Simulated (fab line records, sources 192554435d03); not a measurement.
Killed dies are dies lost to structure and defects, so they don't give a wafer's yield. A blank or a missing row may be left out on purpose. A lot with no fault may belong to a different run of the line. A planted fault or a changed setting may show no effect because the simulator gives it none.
The tool behind it: which one? ; flow n5Finfet ; 72 wafers from 24 lots sampled at 5 of the route's 1938 steps

== WHAT THE GAUGES SHOWED, per wafer ==
N5_BEOL_M3_THK_MEAS_01. Usual: M3_ILD_THK typically reads 78.8 nm, with standard deviation 1.1.
lot;measured;on;M3_ILD_THK (nm);flag
L075;day 6 21:43;filmMetro-02;78.3 78.7 79.6;
L074;day 6 21:46;filmMetro-01;80.3 80.2 79.9;
L076;day 7 02:04;filmMetro-02;77.3 78.7 81.1;
L077;day 7 13:12;filmMetro-02;77.4 79.4 78.0;
L078;day 7 19:27;filmMetro-02;79.0 78.3 79.8;
L079;day 8 04:43;filmMetro-01;77.5 77.4 79.6;
L080;day 8 05:00;filmMetro-01;78.8 79.9 80.3;
L081;day 8 16:39;filmMetro-02;77.9 79.9 79.4;
L083;day 8 19:23;filmMetro-02;79.5 80.7 79.3;
L082;day 8 21:05;filmMetro-02;78.7 79.5 80.8;
L084;day 8 23:30;filmMetro-02;78.3 79.5 78.9;
L085;day 9 10:50;filmMetro-02;77.8 80.0 79.3;
L086;day 9 18:26;filmMetro-02;77.6 76.9 79.2;
L087;day 9 21:00;filmMetro-01;77.4 77.9 78.8;
L090;day 10 12:34;filmMetro-01;78.1 78.6 80.0;
L088;day 10 12:52;filmMetro-02;78.0 78.6 79.3;
L091;day 10 18:58;filmMetro-02;78.0 79.4 80.3;
L089;day 10 23:19;filmMetro-01;78.2 78.7 80.2;
L092;day 10 23:55;filmMetro-01;79.3 80.2 81.4;
L093;day 11 09:47;filmMetro-02;78.6 79.4 77.8;
L094;day 11 13:58;filmMetro-01;78.8 79.2 77.6;
L095;day 11 23:37;filmMetro-02;76.1 75.8 78.5;
L096;day 12 12:01;filmMetro-02;77.9 78.4 79.4;
L097;day 12 15:13;filmMetro-01;76.7 76.8 78.5;

N5_BEOL_M3_CD_MEAS_11: the cd target is 17.05 nm. Usual: cdNm 17.03 nm, standard deviation 0.24.
lot;measured;on;cdNm (nm);flag
L075;day 6 22:41;cdSem-02;16.71 17.15 17.25;
L074;day 6 22:50;cdSem-02;17.27 17.31 17.06;
L076;day 7 05:10;cdSem-02;16.85 17.07 17.20;
L077;day 7 15:13;cdSem-03;17.49 17.16 17.13;
L078;day 7 20:17;cdSem-03;16.69 17.17 16.69;
L079;day 8 05:19;cdSem-01;17.04 17.35 16.71;
L080;day 8 06:13;cdSem-02;17.03 16.77 16.64;
L081;day 8 19:13;cdSem-03;17.08 16.76 16.50;
L083;day 8 20:53;cdSem-03;16.92 17.18 17.15;
L082;day 8 22:13;cdSem-02;17.26 16.99 16.88;
L084;day 9 00:34;cdSem-02;17.16 17.07 17.15;
L085;day 9 12:38;cdSem-03;17.35 17.02 17.10;
L086;day 9 20:07;cdSem-02;17.33 17.29 17.52;
L087;day 9 21:43;cdSem-03;16.78 16.48 16.80;
L090;day 10 13:25;cdSem-03;17.26 17.07 17.34;
L088;day 10 14:56;cdSem-02;17.03 17.03 16.96;
L091;day 10 20:17;cdSem-03;16.65 17.19 17.06;
L089;day 11 01:45;cdSem-01;17.38 16.46 17.22;
L092;day 11 01:57;cdSem-01;17.18 17.05 16.91;
L093;day 11 10:43;cdSem-01;17.28 16.86 17.21;
L094;day 11 18:08;cdSem-03;17.30 17.20 16.84;
L095;day 12 01:10;cdSem-03;17.28 16.85 17.21;
L096;day 12 12:38;cdSem-01;16.91 16.83 17.05;
L097;day 12 16:09;cdSem-02;17.41 17.03 17.20;

== WHICH TOOL RAN EACH LOT (tool, then ch and the chambers of the sampled wafers, then the start) ==
lot;N5_BEOL_M2_PRE_CLEAN_45;N5_BEOL_M2_ANNEAL_93;N5_BEOL_M2_ANNEAL_51
L075;pvdSputter-02, day 6 17:41;pvdSputter-01, day 6 20:03;rtpAnneal-02 ch 0, day 6 20:50
L074;pvdSputter-03, day 6 18:11;pvdSputter-02, day 6 20:11;rtpAnneal-01 ch 0, day 6 20:50
L076;pvdSputter-03, day 6 22:31;pvdSputter-03, day 7 00:31;rtpAnneal-01 ch 0, day 7 01:08
L077;pvdSputter-02, day 7 09:35;pvdSputter-03, day 7 11:38;rtpAnneal-01 ch 0, day 7 12:14
L078;pvdSputter-01, day 7 15:44;pvdSputter-02, day 7 17:45;rtpAnneal-01 ch 0, day 7 18:28
L079;pvdSputter-03, day 8 00:56;pvdSputter-01, day 8 03:10;rtpAnneal-01 ch 0, day 8 03:49
L080;pvdSputter-01, day 8 00:59;pvdSputter-03, day 8 03:16;rtpAnneal-01 ch 0, day 8 03:59
L081;pvdSputter-01, day 8 13:09;pvdSputter-01, day 8 15:05;rtpAnneal-01 ch 0, day 8 15:42
L083;pvdSputter-01, day 8 15:49;pvdSputter-01, day 8 17:43;rtpAnneal-01 ch 0, day 8 18:24
L082;pvdSputter-03, day 8 16:09;pvdSputter-01, day 8 19:33;rtpAnneal-02 ch 0, day 8 20:07
L084;pvdSputter-02, day 8 19:20;pvdSputter-01, day 8 21:31;rtpAnneal-01 ch 0, day 8 22:33
L085;pvdSputter-02, day 9 05:04;pvdSputter-02, day 9 09:04;rtpAnneal-01 ch 0, day 9 09:53
L086;pvdSputter-01, day 9 13:53;pvdSputter-01, day 9 15:55;rtpAnneal-02 ch 0, day 9 17:25
L087;pvdSputter-03, day 9 16:56;pvdSputter-03, day 9 19:10;rtpAnneal-01 ch 0, day 9 19:48
L090;pvdSputter-03, day 10 08:50;pvdSputter-03, day 10 10:53;rtpAnneal-02 ch 0, day 10 11:27
L088;pvdSputter-01, day 10 09:22;pvdSputter-02, day 10 11:17;rtpAnneal-02 ch 0, day 10 11:50
L091;pvdSputter-03, day 10 15:26;pvdSputter-02, day 10 17:25;rtpAnneal-01 ch 0, day 10 17:59
L089;pvdSputter-03, day 10 19:38;pvdSputter-02, day 10 21:44;rtpAnneal-02 ch 0, day 10 22:20
L092;pvdSputter-01, day 10 20:25;pvdSputter-03, day 10 22:23;rtpAnneal-02 ch 0, day 10 22:59
L093;pvdSputter-03, day 11 06:19;pvdSputter-03, day 11 08:15;rtpAnneal-02 ch 0, day 11 08:48
L094;pvdSputter-01, day 11 10:28;pvdSputter-03, day 11 12:25;rtpAnneal-01 ch 0, day 11 13:01
L095;pvdSputter-01, day 11 20:02;pvdSputter-02, day 11 22:03;rtpAnneal-02 ch 0, day 11 22:37
L096;pvdSputter-03, day 12 08:29;pvdSputter-01, day 12 10:29;rtpAnneal-02 ch 0, day 12 11:05
L097;pvdSputter-01, day 12 11:45;pvdSputter-01, day 12 13:41;rtpAnneal-02 ch 0, day 12 14:17
- N5_BEOL_M2_PRE_CLEAN_45: time 30 s.
- N5_BEOL_M2_ANNEAL_93: time 240 s.
- N5_BEOL_M2_ANNEAL_51: time 90 s.

== WHAT THE TOOLS THEMSELVES READ (means of the sampled wafers that have a number; where no wafer has one, the mark that the record gives instead) ==
N5_BEOL_M2_PRE_CLEAN_45. Usual: heaterPowerW 336 W, standard deviation 23.
lot;tool;heaterPowerW (W);flag
L075;pvdSputter-02;324;
L074;pvdSputter-03;336;
L076;pvdSputter-03;334;
L077;pvdSputter-02;320;
L078;pvdSputter-01;342;
L079;pvdSputter-03;325;
L080;pvdSputter-01;354;
L081;pvdSputter-01;334;
L083;pvdSputter-01;333;
L082;pvdSputter-03;349;
L084;pvdSputter-02;325;
L085;pvdSputter-02;313;
L086;pvdSputter-01;329;
L087;pvdSputter-03;349;
L090;pvdSputter-03;360;
L088;pvdSputter-01;338;
L091;pvdSputter-03;341;
L089;pvdSputter-03;343;
L092;pvdSputter-01;360;
L093;pvdSputter-03;337;
L094;pvdSputter-01;337;
L095;pvdSputter-01;343;
L096;pvdSputter-03;332;
L097;pvdSputter-01;301;

N5_BEOL_M2_ANNEAL_93. Usual: heaterPowerW 827 W, standard deviation 62.
lot;tool;heaterPowerW (W);flag
L075;pvdSputter-01;845;
L074;pvdSputter-02;798;
L076;pvdSputter-03;872;
L077;pvdSputter-03;838;
L078;pvdSputter-02;771;
L079;pvdSputter-01;821;
L080;pvdSputter-03;850;
L081;pvdSputter-01;822;
L083;pvdSputter-01;858;
L082;pvdSputter-01;861;
L084;pvdSputter-01;776;
L085;pvdSputter-02;814;
L086;pvdSputter-01;810;
L087;pvdSputter-03;885;
L090;pvdSputter-03;873;
L088;pvdSputter-02;795;
L091;pvdSputter-02;799;
L089;pvdSputter-02;805;
L092;pvdSputter-03;846;
L093;pvdSputter-03;886;
L094;pvdSputter-03;885;
L095;pvdSputter-02;789;
L096;pvdSputter-01;805;
L097;pvdSputter-01;850;

N5_BEOL_M2_ANNEAL_51. Usual: wafer_temp_C_max 226.19, standard deviation 0.29.
lot;tool;wafer_temp_C_max;flag
L075;rtpAnneal-02;226.00;
L074;rtpAnneal-01;226.22;
L076;rtpAnneal-01;226.44;
L077;rtpAnneal-01;226.36;
L078;rtpAnneal-01;226.40;
L079;rtpAnneal-01;226.11;
L080;rtpAnneal-01;226.23;
L081;rtpAnneal-01;226.09;
L083;rtpAnneal-01;226.01;
L082;rtpAnneal-02;226.14;
L084;rtpAnneal-01;225.93;
L085;rtpAnneal-01;226.44;
L086;rtpAnneal-02;226.33;
L087;rtpAnneal-01;226.49;
L090;rtpAnneal-02;225.86;
L088;rtpAnneal-02;226.27;
L091;rtpAnneal-01;226.57;
L089;rtpAnneal-02;225.99;
L092;rtpAnneal-02;226.16;
L093;rtpAnneal-02;225.90;
L094;rtpAnneal-01;226.53;
L095;rtpAnneal-02;226.32;
L096;rtpAnneal-02;225.87;
L097;rtpAnneal-02;226.09;

== THE ANSWER, worked out from the rows above alone ==
Rule: lot off if the mean of its wafers having a number is beyond 3 standard deviations from the usual mean. A lot without any number at a reading at which 4 lots or more have one is off too. Where the step has rows for the other lots, those lots are counted as sound. The gauges are gone through in route order, then the tools' own readings, and for those a lot's mean is taken as printed above. At the first step where some lot is off, the reading lying furthest off is the one used; lots without a number count as furthest.
Across all readings shown, no lot is off: no conclusion can be drawn from this.

== WHAT THE SIMULATOR HAD PUT IN ==
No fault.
